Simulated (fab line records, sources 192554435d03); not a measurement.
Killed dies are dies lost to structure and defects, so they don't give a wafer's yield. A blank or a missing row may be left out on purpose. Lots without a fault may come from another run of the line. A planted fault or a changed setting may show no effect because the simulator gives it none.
Which tool did it? | flow n5_finfet | 9 lots, 27 wafers sampled, at 4 steps of a route of 1938

WHAT THE GAUGES READ, wafer by wafer
N5_BEOL_M4_INSPECT_59: inspects for defects (darkfield).
lot  | measured     | on                | raw_defect_count
L736 | day 8 07:55  | defect_inspect-02 | 73 64 72
L745 | day 10 05:55 | defect_inspect-02 | 495 59 60
L750 | day 11 11:34 | defect_inspect-02 | 84 71 81
L749 | day 11 14:32 | defect_inspect-02 | 87 63 89
L752 | day 11 19:34 | defect_inspect-02 | 45 36 77
L751 | day 12 00:31 | defect_inspect-01 | 71 67 72
L754 | day 12 18:08 | defect_inspect-02 | 67 80 70
L759 | day 13 22:08 | defect_inspect-02 | 115 82 79
L758 | day 13 22:41 | defect_inspect-02 | 77 44 52

WHICH TOOL RAN EACH LOT (tool, then ch and the chambers of the sampled wafers, then the start)
lot  | N5_BEOL_M4_SPUTTER_92        | N5_BEOL_M4_ANNEAL_51             | N5_BEOL_M4_PRE_CLEAN_56
L736 | pvd_sputter-02, day 8 06:00  | rtp_anneal-02 ch 0, day 8 06:41  | pecvd-04 ch 0,2, day 8 07:48
L745 | pvd_sputter-03, day 10 04:23 | rtp_anneal-01 ch 0, day 10 05:02 | pecvd-04 ch 0,1,2, day 10 05:47
L750 | pvd_sputter-02, day 11 09:50 | rtp_anneal-01 ch 0, day 11 10:41 | pecvd-01 ch 0,1,2, day 11 11:27
L749 | pvd_sputter-02, day 11 13:00 | rtp_anneal-01 ch 0, day 11 13:43 | pecvd-03 ch 1,2, day 11 14:24
L752 | pvd_sputter-01, day 11 18:02 | rtp_anneal-02 ch 0, day 11 18:46 | pecvd-01 ch 0,2, day 11 19:26
L751 | pvd_sputter-03, day 11 23:01 | rtp_anneal-01 ch 0, day 11 23:39 | pecvd-03 ch 0,1, day 12 00:25
L754 | pvd_sputter-03, day 12 16:37 | rtp_anneal-02 ch 0, day 12 17:15 | pecvd-01 ch 1,2, day 12 18:01
L759 | pvd_sputter-01, day 13 20:19 | rtp_anneal-02 ch 0, day 13 20:57 | pecvd-04 ch 0,2, day 13 22:01
L758 | pvd_sputter-03, day 13 20:26 | rtp_anneal-02 ch 0, day 13 21:35 | pecvd-04 ch 0,1,2, day 13 22:34
- N5_BEOL_M4_SPUTTER_92: material Cu, target thk 4.5 nm, time 8.29 s.
- N5_BEOL_M4_ANNEAL_51: time 90 s.
- N5_BEOL_M4_PRE_CLEAN_56: time 15 s.

THE ANSWER, worked out from the rows above alone
Rule: what is usual is taken from the lots themselves. Put in order of their means at a reading, lots are off if they are a third of the lots or fewer, leave a main group of 4 or more, and stand apart from it by a gap of 3 or more times the standard deviation of the main group's means; of several such gaps the widest counts. A main group whose means are all the same, to the digits that the tables above print for the reading, isn't used. A lot without any number at a reading at which 4 lots or more have one is off too. The other lots that the step has rows for count as sound.
Off: L745, at N5_BEOL_M4_INSPECT_59 (raw_defect_count). The main group: mean 72, standard deviation 12.
A tool fits if, at a process step before that reading, it ran every lot that is off, and no sound lot after the first of them. The gauges at N5_BEOL_M4_INSPECT_59 are tried like those tools. None of those tried fits.

WHAT THE SIMULATOR HAD PUT IN
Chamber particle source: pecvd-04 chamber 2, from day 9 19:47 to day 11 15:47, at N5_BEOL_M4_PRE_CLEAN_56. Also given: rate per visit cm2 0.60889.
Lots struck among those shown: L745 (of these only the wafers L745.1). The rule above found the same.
